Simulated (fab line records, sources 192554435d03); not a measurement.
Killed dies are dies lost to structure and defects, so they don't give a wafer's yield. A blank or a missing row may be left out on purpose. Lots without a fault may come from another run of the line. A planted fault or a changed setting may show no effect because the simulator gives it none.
Which tool did it? | flow n5_finfet | 11 lots, 32 wafers sampled, at 5 steps of a route of 1938

WHAT THE GAUGES READ, wafer by wafer
N5_BEOL_M12_OCD_MEAS_35. Usual: trench_depth_nm 318 nm, standard deviation 4.5.
lot  | measured     | on     | trench_depth_nm (nm) | flag
L465 | day 10 15:26 | ocd-02 | 319 319              |
L467 | day 11 01:55 | ocd-01 | 324 320 322          |
L469 | day 11 16:10 | ocd-01 | 321 328 312          |
L472 | day 11 23:04 | ocd-02 | 310 324 315          |
L473 | day 12 02:47 | ocd-01 | 318 312 311          |
L478 | day 13 15:09 | ocd-02 | 310 317 324          |
L476 | day 13 15:27 | ocd-01 | 320 322 317          |
L481 | day 14 18:04 | ocd-02 | 318 318 316          |
L483 | day 14 21:48 | ocd-01 | 322 316 320          |
L484 | day 15 11:35 | ocd-02 | 311 319 323          |
L488 | day 16 09:39 | ocd-02 | 313 313 313          |

N5_BEOL_M12_INSPECT_55: inspects for defects (darkfield). Usual: raw_defect_count 76, standard deviation 25.
lot  | measured     | on                | raw_defect_count | flag
L465 | day 10 18:08 | defect_inspect-01 | 66 133           |
L467 | day 11 06:00 | defect_inspect-02 | 87 46 67         |
L469 | day 11 21:17 | defect_inspect-01 | 63 34 54         |
L472 | day 12 02:13 | defect_inspect-01 | 71 76 56         |
L473 | day 12 05:55 | defect_inspect-02 | 74 100 56        |
L478 | day 13 22:43 | defect_inspect-02 | 64 41 41         |
L476 | day 13 23:01 | defect_inspect-02 | 105 119 111      |
L481 | day 14 20:03 | defect_inspect-01 | 91 106 75        |
L483 | day 15 01:46 | defect_inspect-02 | 43 49 61         |
L484 | day 15 17:52 | defect_inspect-01 | 65 57 101        |
L488 | day 16 12:05 | defect_inspect-01 | 124 112 96       |

WHICH TOOL RAN EACH LOT (tool, then ch and the chambers of the sampled wafers, then the start)
lot  | N5_BEOL_M12_SPUTTER_43       | N5_BEOL_M12_ANNEAL_48            | N5_BEOL_M12_CMP_49
L465 | pvd_sputter-01, day 10 15:53 | rtp_anneal-01 ch 0, day 10 17:11 | cmp-02 ch 1,3, day 10 17:48
L467 | pvd_sputter-01, day 11 04:49 | rtp_anneal-01 ch 0, day 11 05:18 | cmp-02 ch 0,2,3, day 11 05:33
L469 | pvd_sputter-02, day 11 19:49 | rtp_anneal-02 ch 0, day 11 20:32 | cmp-02 ch 0,1,2, day 11 20:50
L472 | pvd_sputter-01, day 12 00:38 | rtp_anneal-01 ch 0, day 12 01:29 | cmp-02 ch 0,1,3, day 12 01:46
L473 | pvd_sputter-03, day 12 03:55 | rtp_anneal-01 ch 0, day 12 05:10 | cmp-04 ch 0,1,2, day 12 05:28
L478 | pvd_sputter-03, day 13 21:01 | rtp_anneal-01 ch 0, day 13 22:02 | cmp-03 ch 0,1,3, day 13 22:21
L476 | pvd_sputter-02, day 13 21:21 | rtp_anneal-01 ch 0, day 13 22:20 | cmp-03 ch 0,1,2, day 13 22:36
L481 | pvd_sputter-01, day 14 18:53 | rtp_anneal-02 ch 0, day 14 19:19 | cmp-03 ch 1,2, day 14 19:36
L483 | pvd_sputter-01, day 15 00:17 | rtp_anneal-01 ch 0, day 15 01:01 | cmp-02 ch 0,1, day 15 01:22
L484 | pvd_sputter-01, day 15 16:26 | rtp_anneal-01 ch 0, day 15 17:02 | cmp-02 ch 0,1,3, day 15 17:26
L488 | pvd_sputter-03, day 16 10:44 | rtp_anneal-01 ch 0, day 16 11:21 | cmp-02 ch 0,3, day 16 11:39
- N5_BEOL_M12_SPUTTER_43: material TaN, target thk 15 nm, time 24.19 s.
- N5_BEOL_M12_ANNEAL_48: time 90 s.
- N5_BEOL_M12_CMP_49: polishes, stops on SiOC, t overpolish 20.6 s, target thk 320 nm.

WHAT THE TOOLS THEMSELVES READ (means of the sampled wafers that have a number; where no wafer has one, the mark that the record gives instead)
N5_BEOL_M12_SPUTTER_43. Usual: throttle_valve_pct 29.6 %, standard deviation 0.94.
lot  | tool           | throttle_valve_pct (%) | flag
L465 | pvd_sputter-01 | 28.1                   |
L467 | pvd_sputter-01 | 29.1                   |
L469 | pvd_sputter-02 | 30.0                   |
L472 | pvd_sputter-01 | 29.1                   |
L473 | pvd_sputter-03 | 29.9                   |
L478 | pvd_sputter-03 | 30.0                   |
L476 | pvd_sputter-02 | 30.9                   |
L481 | pvd_sputter-01 | 29.5                   |
L483 | pvd_sputter-01 | 29.2                   |
L484 | pvd_sputter-01 | 28.6                   |
L488 | pvd_sputter-03 | 29.1                   |

N5_BEOL_M12_ANNEAL_48. Usual: wafer_temp_C_max 226.08, standard deviation 0.25.
lot  | tool          | wafer_temp_C_max | flag
L465 | rtp_anneal-01 | 226.10           |
L467 | rtp_anneal-01 | 226.02           |
L469 | rtp_anneal-02 | 226.08           |
L472 | rtp_anneal-01 | 226.17           |
L473 | rtp_anneal-01 | 225.86           |
L478 | rtp_anneal-01 | 226.00           |
L476 | rtp_anneal-01 | 225.89           |
L481 | rtp_anneal-02 | 226.25           |
L483 | rtp_anneal-01 | 225.96           |
L484 | rtp_anneal-01 | 226.39           |
L488 | rtp_anneal-01 | 226.28           |

N5_BEOL_M12_CMP_49. Usual: barrier_field_endpoint_s 30.8 s, standard deviation 0.64; head_pressure_psi 1.0004 psi, standard deviation 0.0023; motor_current_A 6.5 A, standard deviation 0.72.
lot  | tool   | barrier_field_endpoint_s (s) | head_pressure_psi (psi) | motor_current_A (A) | flag
L465 | cmp-02 | 31.4                         | 0.9973                  | 6.6                 |
L467 | cmp-02 | 31.1                         | 0.9995                  | 6.5                 |
L469 | cmp-02 | 30.2                         | 1.0011                  | 6.6                 |
L472 | cmp-02 | 31.3                         | 1.0021                  | 6.6                 |
L473 | cmp-04 | 30.1                         | 0.9993                  | 6.7                 |
L478 | cmp-03 | 30.4                         | 1.0003                  | 6.7                 |
L476 | cmp-03 | 30.4                         | 1.0017                  | 6.1                 |
L481 | cmp-03 | 30.9                         | 0.9999                  | 5.4                 |
L483 | cmp-02 | 33.6                         | 0.9999                  | 6.6                 | OFF
L484 | cmp-02 | 33.8                         | 0.9972                  | 6.8                 | OFF
L488 | cmp-02 | 30.8                         | 0.9985                  | 7.0                 |

THE ANSWER, worked out from the rows above alone
Rule: a lot is off if the mean of its wafers that have a number lies more than 3 standard deviations from the usual mean. A lot without any number at a reading at which 4 lots or more have one is off too. The other lots that the step has rows for count as sound. The gauges are gone through in route order, then the tools' own readings, and for those a lot's mean is taken as printed above. The first step at which some lot is off is used, and at that step the reading that is off furthest; a lot without a number counts as furthest.
Off: L483, L484, at N5_BEOL_M12_CMP_49 (barrier_field_endpoint_s).
A tool fits if, at that step or a process step before it, it ran every lot that is off, and no sound lot after the first of them. One fits: pvd_sputter-01 at N5_BEOL_M12_SPUTTER_43. Its last sound lot is L481 (day 14 18:53), its first lot that is off L483 (day 15 00:17): a fault that began between those two fits.

WHAT THE SIMULATOR HAD PUT IN
Process parameter drift: pvd_sputter-01, from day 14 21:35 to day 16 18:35, at N5_BEOL_M12_SPUTTER_43. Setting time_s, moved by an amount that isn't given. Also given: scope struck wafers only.
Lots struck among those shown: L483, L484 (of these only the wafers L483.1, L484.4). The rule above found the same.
